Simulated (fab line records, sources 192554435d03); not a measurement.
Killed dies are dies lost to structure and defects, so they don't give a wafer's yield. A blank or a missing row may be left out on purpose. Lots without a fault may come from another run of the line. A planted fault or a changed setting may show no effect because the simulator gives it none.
fab line records | flow n5_finfet | part 1 of 2: steps 1 to 4 of 6
record lots=20 wafers=60 last_day=19
route steps=1938 shown FIN_SAQP@100 FIN_CUT@168
lots that met no fault: from a run of the same line without faults
start_h: hours from the record's first day to the start of the lot's first wafer shown | wait_h: hours since the lot's step before | " the same as in the row above | L1.1+2: a row that stands for several wafers | - no value, or no start given | * or withheld: withheld | < > ~ a bound
route shown NAME@n: a module of which the file shows steps, and the number in the route of the first | usual: mean/standard deviation of fault-free wafers | same: alike in all rows | chamber/n: place in a boat | sites: the reading at each site | _std_site: their standard deviation | _edge_site: outer sites' mean less inner sites' | radius_mm: how far each site lies from the wafer's centre | mask NAME#n: copy n | behind: the tool/chamber that last shaped the wafer | hold: why the lot was held/for how many hours/how that ended | device: the transistor (n, p or np) that didn't switch | end of line: the same wafers' tests at the end of the route | a step without rows: its recipe alone | killed: dies lost to structure and defects at the first sort, not the wafer's yield | map: a wafer's dies, x killed, . not, _ none there
set.NAME: the setting as run; set.NAME@STEP: as run at that earlier step | model.NAME: the simulator's own value behind a step, which no gauge read
steps of the route over a sample of lots; a table a step, a row a wafer
services: from which hour (start_h, from the record's first day; less than 0 if before it) a tool's chamber was out of use, for how many hours, and why
## steps
# step N5_FIN_SAQP_PECVD_06
# recipe material=a-Si target_thk_a=600 temp_c=400 precursor=SiH4/He pressure_torr=3 rf_w=100 time_s=48.1
# usual heater_power_w=852/130 showerhead_plenum_p_Torr=5.67/0.055 throttle_valve_pct=18.5/0.75
# columns lot.wafer tool chamber start_h wait_h heater_power_w showerhead_plenum_p_Torr throttle_valve_pct
L074.2 pecvd-04 0 21.06 0.0 943 5.67 17.8
L074.3 " 2 " " 716 5.61 17.7
L074.5 " 1 " " 672 5.61 18.8
L076.1 pecvd-04 0 33.23 0.0 916 5.67 17.8
L076.2 " 1 " " 732 5.61 18.7
L076.5 " 1 " " 717 5.61 18.5
L077.2 pecvd-04 0 39.44 0.0 1028 5.66 17.7
L077.4 " 0 " " 1047 5.64 17.6
L077.6 " 1 " " 623 5.62 18.5
L078.2 pecvd-01 1 45.99 0.0 745 5.67 19.9
L078.3 " 0 " " 919 5.72 18.6
L078.5 " 1 " " 733 5.66 19.9
L079.1 pecvd-03 1 52.90 0.0 846 5.62 18.6
L079.2 " 2 " " 785 5.63 17.8
L079.4 " 0 " " 882 5.70 18.4
L080.3 pecvd-04 1 56.78 0.0 671 5.61 18.3
L080.5 " 2 " " 733 5.60 16.9
L080.6 " 0 " " 895 5.67 17.7
L081.2 pecvd-01 1 63.32 0.0 699 5.68 20.1
L081.3 " 0 " " 938 5.74 18.9
L081.5 " 0 " " 925 5.73 18.6
L082.1 pecvd-01 0 69.16 0.0 1008 5.72 19.0
L082.3 " 2 " " 1135 5.78 18.7
L082.4 " 0 " " 1028 5.73 18.9
L084.2 pecvd-01 0 80.85 0.0 1017 5.72 19.0
L084.4 " 0 " " 1007 5.73 18.7
L084.6 " 2 " " 1075 5.80 18.4
L086.1 pecvd-04 1 92.88 0.0 704 5.61 18.4
L086.3 " 2 " " 696 5.59 17.3
L086.4 " 2 " " 710 5.61 17.3
L087.1 pecvd-03 2 101.82 0.0 857 5.65 18.0
L087.2 " 1 " " 836 5.63 18.7
L087.5 " 0 " " 811 5.72 18.8
L089.2 pecvd-01 2 111.94 0.0 1090 5.79 19.1
L089.3 " 1 " " 757 5.67 19.8
L089.4 " 0 " " 1040 5.73 18.5
L090.1 pecvd-04 0 116.62 0.0 1006 5.66 17.7
L090.3 " 1 " " 717 5.59 18.4
L090.6 " 0 " " 1014 5.66 17.8
L091.2 pecvd-03 2 123.55 0.0 813 5.65 17.9
L091.5 " 2 " " 817 5.63 17.9
L091.6 " 0 " " 790 5.72 18.6
L092.1 pecvd-01 0 129.28 0.0 1034 5.73 18.8
L092.5 " 0 " " 854 5.73 18.9
L092.6 " 1 " " 738 5.67 19.9
L093.2 pecvd-04 0 135.87 0.0 1041 5.66 17.8
L093.4 " 1 " " 708 5.60 18.3
L093.6 " 2 " " 813 5.60 17.3
L094.2 pecvd-04 1 142.12 0.0 710 5.60 18.6
L094.5 " 2 " " 785 5.61 17.3
L094.6 " 1 " " 718 5.62 18.6
L095.2 pecvd-01 0 147.51 0.0 978 5.71 19.0
L095.5 " 2 " " 1048 5.79 18.8
L095.6 " 0 " " 975 5.74 18.9
L096.1 pecvd-03 1 153.23 0.0 822 5.63 18.8
L096.3 " 2 " " 782 5.65 18.2
L096.4 " 0 " " 773 5.72 18.9
L097.2 pecvd-03 1 159.18 0.0 886 5.63 18.8
L097.3 " 1 " " 901 5.63 18.9
L097.5 " 1 " " 889 5.64 18.7
# step N5_FIN_SAQP_ETCH_51
# recipe chemistry=CF4 target=SiARC target_depth_a=455 mask_material=CAR-ArF time_s=75.8 ion_energy_ev=80 pressure_mtorr=40 source_w=545 bias_w=36 Ar_flow_sccm=100 cf4_flow_sccm=100 ends=cleared
# usual drypump_motor_current_A=5.9/0.5 etch_rf_on_time_s=75.7/1 oes_product_au=0.68/0.068 rf_vpp_V=184.5/1.2 showerhead_plenum_p_Torr=2.18/0.077 throttle_valve_pct=15.61/0.21
# columns lot.wafer tool chamber start_h wait_h drypump_motor_current_A etch_rf_on_time_s oes_product_au rf_hours_counter_h rf_vpp_V showerhead_plenum_p_Torr throttle_valve_pct
L074.2 rie_diel-02 0 21.67 0.0 6.2 75.0 0.66 125 184.6 2.25 15.56
L074.3 " 3 " " 5.8 73.9 0.77 40 186.6 2.27 15.61
L074.5 " 0 " " 6.1 75.6 0.66 - 185.5 2.25 15.58
L076.1 rie_diel-02 1 35.19 0.0 5.0 76.5 0.58 243 182.9 2.11 15.83
L076.2 " 0 " " 6.1 75.8 0.66 130 186.1 2.24 15.57
L076.5 " 1 " " 5.0 76.3 0.58 - 183.3 2.11 15.84
L077.2 rie_diel-05 2 40.42 0.0 5.9 75.8 0.63 174 184.0 2.22 15.42
L077.4 " 3 " " 6.4 74.9 0.66 - 186.1 2.23 15.72
L077.6 " 0 " " 5.7 74.2 0.69 - 184.1 2.26 15.63
L078.2 rie_diel-03 1 46.60 0.0 6.7 75.8 0.67 127 185.5 2.23 15.25
L078.3 " 0 " " 6.3 76.5 0.62 211 184.0 2.21 15.66
L078.5 " 2 " " 5.8 77.2 0.59 - 183.1 2.03 16.06
L079.1 rie_diel-02 0 53.88 0.0 6.2 76.8 0.65 139 183.9 2.24 15.61
L079.2 " 3 " " 5.8 74.7 0.75 54 185.4 2.26 15.65
L079.4 " 3 " " 5.8 75.1 0.75 - 184.4 2.26 15.65
L080.3 rie_diel-02 0 57.50 0.0 6.2 76.0 0.65 141 186.2 2.24 15.59
L080.5 " 2 " " 6.0 75.9 0.62 - 182.7 2.04 15.92
L080.6 " 0 " " 6.2 75.9 0.65 - 185.7 2.24 15.61
L081.2 rie_diel-05 2 64.23 0.0 5.9 75.9 0.62 186 183.1 2.22 15.41
L081.3 " 1 " " 4.9 75.5 0.83 5 183.4 2.10 15.28
L081.5 " 3 " " 6.4 76.1 0.65 - 184.4 2.23 15.75
L082.1 rie_diel-02 2 69.91 0.0 6.1 76.1 0.61 214 183.4 2.04 15.92
L082.3 " 0 " " 6.2 76.3 0.64 146 185.2 2.24 15.61
L082.4 " 1 " " 5.0 76.3 0.84 1 183.6 2.10 15.36
L084.2 rie_diel-05 0 81.82 0.0 5.7 75.2 0.67 93 184.2 2.25 15.67
L084.4 " 3 " " 6.4 74.6 0.65 155 185.4 2.23 15.77
L084.6 " 1 " " 4.9 75.9 0.81 - 184.3 2.10 15.28
L086.1 rie_diel-05 0 93.58 0.0 5.7 74.2 0.67 98 186.2 2.25 15.66
L086.3 " 2 " " 5.9 75.4 0.62 198 186.9 2.21 15.44
L086.4 " 1 " " 4.9 74.9 0.80 17 183.8 2.10 15.29
L087.1 rie_diel-05 1 102.53 0.0 4.9 76.6 0.79 21 184.1 2.10 15.29
L087.2 " 0 " " 5.6 75.5 0.66 102 184.7 2.25 15.68
L087.5 " 1 " " 4.9 76.4 0.79 - 182.5 2.10 15.31
L089.2 rie_diel-05 0 112.70 0.0 5.6 75.3 0.67 107 185.6 2.24 15.68
L089.3 " 2 " " 5.9 76.6 0.61 204 183.9 2.21 15.47
L089.4 " 3 " " 6.4 75.5 0.63 166 184.5 2.22 15.78
L090.1 rie_diel-03 0 117.36 0.0 6.4 77.7 0.60 243 183.9 2.20 15.73
L090.3 " 1 " " 6.7 76.6 0.65 150 184.4 2.22 15.28
L090.6 " 3 " " 6.1 74.5 0.67 - 183.0 2.15 15.62
L091.2 rie_diel-05 1 124.13 0.0 4.9 75.2 0.78 28 184.0 2.10 15.31
L091.5 " 0 " " 5.7 74.5 0.66 - 185.4 2.24 15.70
L091.6 " 3 " " 6.4 75.2 0.63 - 185.2 2.22 15.78
L092.1 rie_diel-05 0 130.15 0.0 5.6 75.3 0.65 113 184.9 2.24 15.70
L092.5 " 0 " " 5.7 74.8 0.66 - 187.3 2.24 15.70
L092.6 " 3 " " 6.4 74.8 0.63 - 184.3 2.22 15.81
L093.2 rie_diel-03 1 136.57 0.0 6.7 76.7 0.65 158 184.5 2.22 15.30
L093.4 " 3 " " 6.1 75.3 0.66 - 184.1 2.14 15.64
L093.6 " 2 " " 5.8 76.4 0.79 - 185.7 2.27 15.64
L094.2 rie_diel-03 3 142.70 0.0 6.1 74.6 0.67 140 183.2 2.14 15.64
L094.5 " 1 " " 6.7 77.8 0.64 - 184.5 2.22 15.30
L094.6 " 2 " " 5.8 75.6 0.77 - 186.0 2.27 15.63
L095.2 rie_diel-05 3 148.35 0.0 6.4 76.4 0.62 177 184.1 2.22 15.81
L095.5 " 1 " " 4.9 75.9 0.76 - 183.3 2.09 15.31
L095.6 " 0 " " 5.7 74.9 0.66 - 185.3 2.24 15.71
L096.1 rie_diel-02 3 153.94 0.0 5.8 75.0 0.71 85 186.6 2.25 15.72
L096.3 " 1 " " 5.0 76.4 0.76 27 184.5 2.10 15.42
L096.4 " 0 " " 6.2 75.7 0.62 173 184.8 2.23 15.66
L097.2 rie_diel-02 0 159.79 0.0 6.1 76.1 0.62 176 185.0 2.23 15.67
L097.3 " 3 " " 5.8 74.1 0.72 87 185.3 2.25 15.73
L097.5 " 0 " " 6.1 76.0 0.62 - 185.0 2.23 15.66
# step N5_FIN_SAQP_ETCH_34
# recipe chemistry=C4F6/O2 target=SiO2 target_depth_a=450 time_s=15 ion_energy_ev=250 pressure_mtorr=30 source_w=345 bias_w=185 Ar_flow_sccm=300 C4F6_flow_sccm=10 O2_flow_sccm=10 ends=cleared
# usual C4F6_flow_sccm=10.00/0.032 drypump_motor_current_A=5.9/0.48 etch_rf_on_time_s=14.97/0.2 oes_product_au=0.67/0.068 rf_vpp_V=669/8.1 showerhead_plenum_p_Torr=2.89/0.11 throttle_valve_pct=21.10/0.22
# columns lot.wafer tool chamber start_h wait_h C4F6_flow_sccm drypump_motor_current_A etch_rf_on_time_s oes_product_au rf_hours_counter_h rf_vpp_V showerhead_plenum_p_Torr throttle_valve_pct
L074.2 rie_diel-05 3 25.56 0.0 10.03 6.4 14.74 0.67 128 673 2.97 21.17
L074.3 " 0 " " 10.01 5.7 14.59 0.70 66 673 3.00 21.11
L074.5 " 2 " " 9.99 5.9 15.00 0.64 - 672 2.95 20.72
L076.1 rie_diel-02 1 39.92 0.0 10.04 5.0 14.75 0.58 246 662 2.80 21.21
L076.2 " 0 " " 9.95 6.1 14.74 0.66 132 683 2.98 21.07
L076.5 " 2 " " 10.03 6.0 14.68 0.63 - 665 2.72 21.36
L077.2 rie_diel-05 3 44.83 0.0 9.99 6.4 14.72 0.66 138 672 2.97 21.17
L077.4 " 2 " " 9.97 5.9 15.00 0.63 - 670 2.94 20.75
L077.6 " 0 " " 9.97 5.7 14.82 0.70 - 672 3.00 21.10
L078.2 rie_diel-05 3 51.41 0.0 10.04 6.3 14.76 0.65 142 668 2.96 21.19
L078.3 " 0 " " 10.07 5.7 14.69 0.68 80 673 2.99 21.13
L078.5 " 2 " " 10.03 5.9 14.88 0.63 - 670 2.94 20.75
L079.1 rie_diel-03 2 57.96 0.0 10.02 5.8 15.41 0.58 241 658 2.69 21.53
L079.2 " 3 " " 9.96 6.1 14.93 0.69 106 658 2.86 21.03
L079.4 " 2 " " 9.98 5.8 15.42 0.58 - 658 2.69 21.51
L080.3 rie_diel-05 1 62.44 0.0 9.99 4.9 14.95 0.83 5 662 2.80 20.81
L080.5 " 2 " " 9.99 5.9 15.06 0.63 - 670 2.94 20.76
L080.6 " 1 " " 10.01 4.9 14.68 0.84 - 661 2.80 20.83
L081.2 rie_diel-03 0 67.87 0.0 9.97 6.4 15.18 0.61 221 678 2.93 21.05
L081.3 " 2 " " 9.99 5.8 15.22 0.58 245 657 2.69 21.54
L081.5 " 3 " " 9.96 6.1 14.91 0.68 - 656 2.86 21.04
L082.1 rie_diel-02 2 73.60 0.0 9.99 6.0 14.92 0.61 215 664 2.71 21.40
L082.3 " 3 " " 9.96 5.8 14.78 0.75 62 677 3.01 21.21
L082.4 " 1 " " 10.01 5.0 15.12 0.83 2 661 2.79 20.85
L084.2 rie_diel-02 3 85.74 0.0 10.00 5.8 14.87 0.73 66 678 3.00 21.20
L084.4 " 0 " " 10.09 6.2 15.08 0.64 151 683 2.97 21.09
L084.6 " 1 " " 10.01 5.0 15.05 0.82 - 662 2.79 20.85
L086.1 rie_diel-03 1 98.99 0.0 9.96 6.7 15.26 0.65 145 671 2.96 20.69
L086.3 " 3 " " 9.96 6.1 14.91 0.67 125 657 2.85 21.06
L086.4 " 1 " " 9.97 6.7 15.26 0.65 - 671 2.96 20.68
L087.1 rie_diel-03 3 106.53 0.0 10.00 6.2 15.01 0.67 127 657 2.85 21.07
L087.2 " 1 " " 9.95 6.7 15.12 0.65 146 672 2.96 20.69
L087.5 " 0 " " 10.02 6.4 15.27 0.59 - 677 2.92 21.06
L089.2 rie_diel-05 1 118.42 0.0 10.01 4.9 14.96 0.78 27 659 2.79 20.84
L089.3 " 0 " " 10.04 5.6 14.94 0.66 108 672 2.98 21.16
L089.4 " 2 " " 9.99 5.9 15.21 0.61 206 670 2.93 20.81
L090.1 rie_diel-02 3 121.30 0.0 9.98 5.8 14.88 0.72 75 675 3.00 21.24
L090.3 " 0 " " 10.04 6.2 15.09 0.64 163 682 2.97 21.10
L090.6 " 2 " " 9.96 6.1 14.90 0.61 - 663 2.71 21.43
L091.2 rie_diel-03 3 127.97 0.0 9.96 6.1 14.85 0.66 135 656 2.85 21.08
L091.5 " 0 " " 10.03 6.4 14.92 0.60 - 678 2.91 21.08
L091.6 " 3 " " 9.95 6.1 14.72 0.67 - 658 2.85 21.08
L092.1 rie_diel-02 3 133.96 0.0 10.03 5.8 14.88 0.72 79 676 3.00 21.22
L092.5 " 2 " " 10.00 6.1 15.05 0.60 - 665 2.70 21.44
L092.6 " 1 " " 10.03 5.0 15.10 0.77 - 661 2.78 20.89
L093.2 rie_diel-03 3 140.93 0.0 10.03 6.1 14.80 0.66 139 657 2.85 21.08
L093.4 " 3 " " 9.98 6.1 14.88 0.67 - 657 2.85 21.08
L093.6 " 1 " " 10.00 6.7 15.42 0.64 - 671 2.95 20.69
L094.2 rie_diel-02 0 146.57 0.0 10.01 6.2 14.83 0.64 171 683 2.96 21.12
L094.5 " 1 " " 10.02 5.0 14.85 0.78 - 663 2.78 20.90
L094.6 " 0 " " 10.05 6.2 14.84 0.64 - 682 2.96 21.15
L095.2 rie_diel-02 3 152.45 0.0 9.98 5.8 14.84 0.72 85 677 3.00 21.24
L095.5 " 3 " " 10.00 5.8 14.79 0.72 - 679 3.00 21.25
L095.6 " 2 " " 10.00 6.1 15.08 0.60 - 663 2.70 21.43
L096.1 rie_diel-02 1 158.42 0.0 10.01 5.0 15.08 0.76 29 660 2.78 20.91
L096.3 " 0 " " 9.99 6.2 14.90 0.63 175 682 2.96 21.13
L096.4 " 2 " " 9.96 6.0 14.89 0.60 242 663 2.70 21.44
L097.2 rie_diel-02 0 163.65 0.0 10.00 6.2 15.09 0.63 177 682 2.96 21.13
L097.3 " 2 " " 10.05 6.1 14.90 0.60 244 663 2.70 21.44
L097.5 " 3 " " 10.00 5.8 14.85 0.71 - 678 2.99 21.23
# step N5_FIN_SAQP_OCD_MEAS_76
# usual trench_depth_nm=120.5/1.1
# columns lot.wafer tool chamber start_h wait_h trench_depth_nm
L074.2 ocd-01 - 26.02 0.0 119.1
L074.3 " - " " 119.8
L074.5 " - " " 118.9
L076.1 ocd-01 - 40.35 0.0 121.1
L076.2 " - " " 122.1
L076.5 " - " " 121.5
L077.2 ocd-02 - 45.26 0.0 120.8
L077.4 " - " " 120.0
L077.6 " - " " 119.8
L078.2 ocd-01 - 51.85 0.0 121.0
L078.3 " - " " 120.7
L078.5 " - " " 121.5
L079.1 ocd-01 - 58.40 0.0 122.7
L079.2 " - " " 120.1
L079.4 " - " " 120.1
L080.3 ocd-01 - 62.88 0.0 122.3
L080.5 " - " " 121.9
L080.6 " - " " 121.2
L081.2 ocd-02 - 68.30 0.0 122.4
L081.3 " - " " 120.2
L081.5 " - " " 119.4
L082.1 ocd-01 - 74.05 0.0 120.9
L082.3 " - " " 121.2
L082.4 " - " " 122.1
L084.2 ocd-02 - 86.18 0.0 119.1
L084.4 " - " " 120.5
L084.6 " - " " 118.4
L086.1 ocd-01 - 99.42 0.0 120.5
L086.3 " - " " 120.8
L086.4 " - " " 121.4
L087.1 ocd-01 - 106.96 0.0 121.0
L087.2 " - " " 119.7
L087.5 " - " " 119.8
L089.2 ocd-01 - 118.85 0.0 121.6
L089.3 " - " " 120.3
L089.4 " - " " 118.7
L090.1 ocd-01 - 121.77 0.0 120.1
L090.3 " - " " 121.7
L090.6 " - " " 121.1
L091.2 ocd-01 - 128.44 0.0 120.9
L091.5 " - " " 119.1
L091.6 " - " " 119.5
L092.1 ocd-01 - 134.39 0.0 122.1
L092.5 " - " " 121.4
L092.6 " - " " 120.9
L093.2 ocd-02 - 141.37 0.0 119.6
L093.4 " - " " 120.2
L093.6 " - " " 122.1
L094.2 ocd-02 - 147.01 0.0 119.4
L094.5 " - " " 118.1
L094.6 " - " " 122.2
L095.2 ocd-01 - 152.89 0.0 118.9
L095.5 " - " " 118.9
L095.6 " - " " 120.5
L096.1 ocd-01 - 158.85 0.0 119.3
L096.3 " - " " 120.5
L096.4 " - " " 119.5
L097.2 ocd-01 - 164.09 0.0 119.2
L097.3 " - " " 122.7
L097.5 " - " " 119.4
